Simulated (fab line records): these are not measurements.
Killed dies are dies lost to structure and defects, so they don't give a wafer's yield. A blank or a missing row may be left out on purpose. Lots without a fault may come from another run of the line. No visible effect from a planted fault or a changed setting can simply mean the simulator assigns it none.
Chamber matching :: flow n5Finfet :: rieDiel-05 running N5_BEOL_M11_ETCH_66: 4 sister chambers
The step etches SOC in N2/H2, target depth 120 nm, overetch 24 nm, time 180 s. 14 wafers are shown with their chamber, then 7 later ones without.

== WAFERS PAIRED WITH THEIR CHAMBERS ==
wafer: L080.2
chamber: 3
showerheadPlenumPTorr (Torr): 2.69
drypumpMotorCurrentA (A): 5.9
throttleValvePct (%): 17.73

wafer: L080.5
chamber: 1
showerheadPlenumPTorr (Torr): 2.53
drypumpMotorCurrentA (A): 6.3
throttleValvePct (%): 18.29

wafer: L080.6
chamber: 3
showerheadPlenumPTorr (Torr): 2.69
drypumpMotorCurrentA (A): 5.9
throttleValvePct (%): 17.74

wafer: L085.2
chamber: 1
showerheadPlenumPTorr (Torr): 2.53
drypumpMotorCurrentA (A): 6.3
throttleValvePct (%): 18.32

wafer: L085.3
chamber: 3
showerheadPlenumPTorr (Torr): 2.68
drypumpMotorCurrentA (A): 5.9
throttleValvePct (%): 17.76

wafer: L085.4
chamber: 2
showerheadPlenumPTorr (Torr): 2.45
drypumpMotorCurrentA (A): 5.5
throttleValvePct (%): 17.96

wafer: L086.1
chamber: 0
showerheadPlenumPTorr (Torr): 2.73
drypumpMotorCurrentA (A): 5.3
throttleValvePct (%): 17.87

wafer: L086.5
chamber: 1
showerheadPlenumPTorr (Torr): 2.53
drypumpMotorCurrentA (A): 6.3
throttleValvePct (%): 18.32

wafer: L086.6
chamber: 0
showerheadPlenumPTorr (Torr): 2.73
drypumpMotorCurrentA (A): 5.4
throttleValvePct (%): 17.88

wafer: L090.1
chamber: 0
showerheadPlenumPTorr (Torr): 2.73
drypumpMotorCurrentA (A): 5.4
throttleValvePct (%): 17.89

wafer: L090.3
chamber: 3
showerheadPlenumPTorr (Torr): 2.68
drypumpMotorCurrentA (A): 5.9
throttleValvePct (%): 17.74

wafer: L090.4
chamber: 2
showerheadPlenumPTorr (Torr): 2.44
drypumpMotorCurrentA (A): 5.5
throttleValvePct (%): 17.96

wafer: L094.1
chamber: 1
showerheadPlenumPTorr (Torr): 2.52
drypumpMotorCurrentA (A): 6.3
throttleValvePct (%): 18.34

wafer: L094.5
chamber: 3
showerheadPlenumPTorr (Torr): 2.68
drypumpMotorCurrentA (A): 5.9
throttleValvePct (%): 17.79

SIGNATURES (averages over the wafers above)
reading: showerheadPlenumPTorr
chamber 0: 2.7300
chamber 1: 2.5275
chamber 2: 2.4450
chamber 3: 2.6840
scatter within a chamber: 0.00495

reading: drypumpMotorCurrentA
chamber 0: 5.367
chamber 1: 6.300
chamber 2: 5.500
chamber 3: 5.900
scatter within a chamber: 0.0258

reading: throttleValvePct
chamber 0: 17.8800
chamber 1: 18.3175
chamber 2: 17.9600
chamber 3: 17.7520
scatter within a chamber: 0.0194
Rule: for a wafer and a chamber, the distance is found by dividing, reading by reading, the gap between the wafer's reading and the chamber's mean by the reading's scatter, squaring, summing and taking the root. The wafer belongs to the nearest chamber; if the next one is less than 2 further off, it can't be placed. The scatter is the square root of a quotient: the sum, over the shown wafers, of each reading's squared deviation from its chamber's mean, divided by wafers minus chambers.

== WAFERS WHOSE CHAMBER IS MISSING ==
wafer: L094.6
showerheadPlenumPTorr (Torr): 2.73
drypumpMotorCurrentA (A): 5.4
throttleValvePct (%): 17.89

wafer: L096.1
showerheadPlenumPTorr (Torr): 2.68
drypumpMotorCurrentA (A): 5.9
throttleValvePct (%): 17.78

wafer: L096.2
showerheadPlenumPTorr (Torr): 2.44
drypumpMotorCurrentA (A): 5.5
throttleValvePct (%): 17.97

wafer: L096.4
showerheadPlenumPTorr (Torr): 2.73
drypumpMotorCurrentA (A): 5.4
throttleValvePct (%): 17.91

wafer: L097.2
showerheadPlenumPTorr (Torr): 2.67
drypumpMotorCurrentA (A): 5.9
throttleValvePct (%): 17.79

wafer: L097.3
showerheadPlenumPTorr (Torr): 2.72
drypumpMotorCurrentA (A): 5.4
throttleValvePct (%): 17.90

wafer: L097.5
showerheadPlenumPTorr (Torr): 2.72
drypumpMotorCurrentA (A): 5.4
throttleValvePct (%): 17.91

== CHAMBER TAKEN BY EACH ==
wafer: L094.6
from the rows above: 0
in truth: 0

wafer: L096.1
from the rows above: 3
in truth: 3

wafer: L096.2
from the rows above: 2
in truth: 2

wafer: L096.4
from the rows above: 0
in truth: 0

wafer: L097.2
from the rows above: 3
in truth: 3

wafer: L097.3
from the rows above: 0
in truth: 0

wafer: L097.5
from the rows above: 0
in truth: 0
Placed correctly: 7 of 7. Number that these rows cannot place: 0. Wrongly placed: 0.
